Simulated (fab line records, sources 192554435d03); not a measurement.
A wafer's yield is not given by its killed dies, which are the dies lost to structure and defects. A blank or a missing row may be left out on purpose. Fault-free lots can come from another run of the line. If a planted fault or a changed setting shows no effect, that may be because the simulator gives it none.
Chamber matching    flow n5Finfet    rieDiel-05 running N5_BEOL_M0_SAQP_SPACER1_ETCHBACK_99: 3 sister chambers
The step etches SiO2 in CHF3/O2, target depth 15.4 nm, time 7.7 s. 14 wafers are shown with their chamber, then 3 later ones without.

## EACH WAFER AND ITS CHAMBER
wafer   chamber  showerheadPlenumPTorr (Torr)  rfVppV (V)  throttleValvePct (%)
L074.1  0        2.54                          518         18.72
L074.3  1        2.56                          530         19.02
L074.5  0        2.54                          519         18.74
L075.2  1        2.56                          530         19.02
L075.4  0        2.54                          519         18.72
L075.6  3        2.36                          526         18.52
L077.1  1        2.56                          529         19.03
L077.4  1        2.56                          530         19.02
L077.6  3        2.36                          525         18.52
L080.1  1        2.56                          530         19.04
L080.3  0        2.54                          519         18.77
L080.5  0        2.54                          518         18.75
L095.2  3        2.35                          525         18.57
L095.5  1        2.55                          529         19.10

SIGNATURES (means of the wafers above)
reading                chamber 0  chamber 1  chamber 3  scatter within a chamber
showerheadPlenumPTorr  2.5400     2.5583     2.3567     0.00369
rfVppV                 518.60     529.67     525.33     0.539
throttleValvePct       18.7400    19.0383    18.5367    0.0276
Rule: for a wafer and a chamber, the distance is found by dividing, reading by reading, the gap between the wafer's reading and the chamber's mean by the reading's scatter, squaring, summing and taking the root. If the next closest chamber is less than 2 further off than the closest, the wafer can't be placed; otherwise it belongs to the closest. How the scatter is found: for the shown wafers, subtract from each reading the mean of its chamber, square and add these, divide the total by (wafers less chambers), then take the root.

## WAFERS WHOSE CHAMBER IS MISSING
wafer   showerheadPlenumPTorr (Torr)  rfVppV (V)  throttleValvePct (%)
L096.1  2.35                          524         18.58
L096.2  2.55                          529         19.10
L097.4  2.54                          528         19.10

## WHICH CHAMBER EACH WENT THROUGH
wafer   from the rows above  in truth
L096.1  3                    3
L096.2  1                    1
L097.4  1                    1
3 of 3 placed correctly. Can't be placed from these rows: 0. 0 placed wrongly.
